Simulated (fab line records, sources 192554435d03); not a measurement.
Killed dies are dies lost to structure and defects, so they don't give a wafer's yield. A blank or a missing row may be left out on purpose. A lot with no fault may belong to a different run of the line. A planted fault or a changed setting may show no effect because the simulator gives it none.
The tool behind it: which one? / flow n5-finfet / 7 lots with 21 wafers sampled at 2 steps, on a route of 1938 steps

WHAT THE GAUGES READ, wafer by wafer
N5_MOL_CONTACT_COAG_INSPECT_97: inspects for defects (darkfield).
lot=L794; measured=day 5 15:32; on=defect-inspect-02; raw-defect-count=48 59 52
lot=L796; measured=day 6 04:37; on=defect-inspect-01; raw-defect-count=57 61 35
lot=L803; measured=day 7 23:31; on=defect-inspect-01; raw-defect-count=53 33 48
lot=L804; measured=day 8 11:09; on=defect-inspect-01; raw-defect-count=23 36 47
lot=L808; measured=day 9 04:52; on=defect-inspect-02; raw-defect-count=24 36 44
lot=L810; measured=day 9 12:08; on=defect-inspect-02; raw-defect-count=63 45 58
lot=L816; measured=day 11 04:15; on=defect-inspect-02; raw-defect-count=59 62 51

WHICH TOOL RAN EACH LOT (tool, then ch and the chambers of the sampled wafers, then the start)
lot=L794; N5_MOL_CONTACT_COAG_ETCH_48=rie-diel-02 ch 0,2,3, day 5 11:25
lot=L796; N5_MOL_CONTACT_COAG_ETCH_48=rie-diel-02 ch 0,3, day 6 00:31
lot=L803; N5_MOL_CONTACT_COAG_ETCH_48=rie-diel-01 ch 2,3, day 7 19:06
lot=L804; N5_MOL_CONTACT_COAG_ETCH_48=rie-diel-01 ch 2,3, day 8 06:57
lot=L808; N5_MOL_CONTACT_COAG_ETCH_48=rie-diel-06 ch 0,3, day 9 00:44
lot=L810; N5_MOL_CONTACT_COAG_ETCH_48=rie-diel-02 ch 1,2,3, day 9 08:02
lot=L816; N5_MOL_CONTACT_COAG_ETCH_48=rie-diel-01 ch 0,3, day 11 00:06
- N5_MOL_CONTACT_COAG_ETCH_48: etches SiOC in C4F6/O2, target depth 15 nm, overetch 4.5 nm, time 17 s.

THE ANSWER, worked out from the rows above alone
Rule: usual is defined by the lots themselves. Put in order of their means at a reading, lots are off if they are a third of the lots or fewer, leave a main group of 4 or more, and stand apart from it by a gap of 3 or more times the standard deviation of the main group's means; of several such gaps the widest counts. The tables above print the reading to a certain number of digits; a main group whose means all agree to those digits is not used. A lot without any number at a reading at which 4 lots or more have one is off too. All remaining lots with rows at the step are treated as sound.
No lot is off on any of the readings shown, so nothing can be concluded from this.

WHAT THE SIMULATOR PUT IN
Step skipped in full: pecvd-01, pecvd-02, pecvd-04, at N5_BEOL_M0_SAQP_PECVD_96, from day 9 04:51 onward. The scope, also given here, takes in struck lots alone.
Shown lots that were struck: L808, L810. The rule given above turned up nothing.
